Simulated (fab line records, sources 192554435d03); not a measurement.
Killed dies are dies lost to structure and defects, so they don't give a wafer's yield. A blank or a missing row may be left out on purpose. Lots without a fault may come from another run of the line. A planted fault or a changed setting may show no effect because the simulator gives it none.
Split-lot experiment | flow n5_finfet | 7 lots, 21 wafers read, on a route of 1938 steps

THE SPLIT
At N5_BEOL_M5_COAT_74 (time 60 s, resist thk 5 nm), the setting spin_rpm was moved away from the recipe's 1500 rpm on 6 of the 21 wafers read, by -7.5% to +11.1%. The other wafers ran this setting at the recipe's value.

FROM THE SPLIT TO THE READING: what the file shows between them, 7 steps
- N5_BEOL_M5_COAT_22: resist thk 30 nm (also split here: spin_rpm)
- N5_BEOL_M5_EBR_24
- N5_BEOL_M5_SOFTBAKE_23: time 60 s
- N5_BEOL_M5_EXPOSE_25: exposes mask V4, defocus 10 nm
- N5_BEOL_M5_PEB_26: peb time 60 s
- N5_BEOL_M5_DEVELOP_27: develop time 30 s
- N5_BEOL_M5_DESCUM_33: chemistry O2, time 7 s

THE READING
etch.depth_nm (the simulator's own value, which no gauge read), in nm, at N5_BEOL_M5_ETCH_75 (etches underlayer in N2/H2, target depth 6.5 nm, time 5.2 s). The file gives no usual value for it. The 15 wafers here that ran the recipe average 4.998 nm, standard deviation 0.012 nm.

wafer  | tool, chamber at the split | spin_rpm as run, rpm | against the recipe | etch.depth_nm, nm | against lot-mates on the recipe
L075.1 | litho_track-04, 0          | 1500                 | recipe             | 4.998             | -
L075.3 | litho_track-04, 0          | 1500                 | recipe             | 4.992             | -
L075.6 | litho_track-04, 0          | 1500                 | recipe             | 4.996             | -
L081.2 | litho_track-04, 0          | 1500                 | recipe             | 4.992             | -
L081.5 | litho_track-04, 0          | 1500                 | recipe             | 4.992             | -
L081.6 | litho_track-04, 0          | 1500                 | recipe             | 4.998             | -
L083.1 | litho_track-05, 0          | 1388                 | -7.5%              | 5.174             | no lot-mate on the recipe
L083.3 | litho_track-05, 0          | 1388                 | -7.5%              | 5.192             | no lot-mate on the recipe
L083.4 | litho_track-05, 0          | 1388                 | -7.5%              | 5.178             | no lot-mate on the recipe
L086.2 | litho_track-04, 0          | 1622                 | +8.1%              | 4.811             | -0.188
L086.4 | litho_track-04, 0          | 1622                 | +8.1%              | 4.812             | -0.187
L086.6 | litho_track-04, 0          | 1500                 | recipe             | 4.999             | -
L088.1 | litho_track-02, 0          | 1500                 | recipe             | 4.989             | -
L088.3 | litho_track-02, 0          | 1500                 | recipe             | 5.008             | -
L088.6 | litho_track-02, 0          | 1667                 | +11.1%             | 4.735             | -0.263
L093.1 | litho_track-04, 0          | 1500                 | recipe             | 5.017             | -
L093.2 | litho_track-04, 0          | 1500                 | recipe             | 5.021             | -
L093.4 | litho_track-04, 0          | 1500                 | recipe             | 5.015             | -
L095.2 | litho_track-02, 0          | 1500                 | recipe             | 4.982             | -
L095.4 | litho_track-02, 0          | 1500                 | recipe             | 4.98              | -
L095.6 | litho_track-02, 0          | 1500                 | recipe             | 4.986             | -

THE FIT
A straight line over all 21 wafers: etch.depth_nm changes by -0.0238 nm for each +1% of spin_rpm; r = -0.99; the points scatter about the line by 0.012 nm.
The same after taking each lot's own level away (the mean of its wafers on the recipe; 18 wafers): -0.0234 nm for each +1%; r = -1.00; scatter 0.0042 nm.
On that fit, the largest move of spin_rpm shifts the reading by 0.26 nm.
The lots' own levels span 4.9827 to 5.0177 nm, that is 2.9 times the standard deviation above.
So the lot-to-lot level changes the slope little: the two slopes agree.
Check: with one of the wafers moved furthest among these (+11.1%) left out of the fit, the line predicts -0.257 nm for it against its lot-mates. It came out at -0.263 nm against them.

OTHER SPLITS ON THESE WAFERS
These wafers also went through other splits before the reading. Each is held against what the fit with the lots' levels taken away leaves over:
other split on the same wafers | wafers away from the commonest value | r with etch.depth_nm (lot level and that fit taken away)
N5_BEOL_M3_COAT_61 spin_rpm    | 9                                    | -0.18
N5_BEOL_M3_COAT_05 spin_rpm    | 9                                    | -0.07
N5_BEOL_M4_ILD_DEP_00 time_s   | 8                                    | +0.21
N5_BEOL_M4_COAT_73 spin_rpm    | 12                                   | -0.08
N5_BEOL_M5_COAT_22 spin_rpm    | 9                                    | +0.23

THE FILE'S OWN FIT
etch.depth_nm changes by -0.0235 nm for each +1% of spin_rpm, r = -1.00.
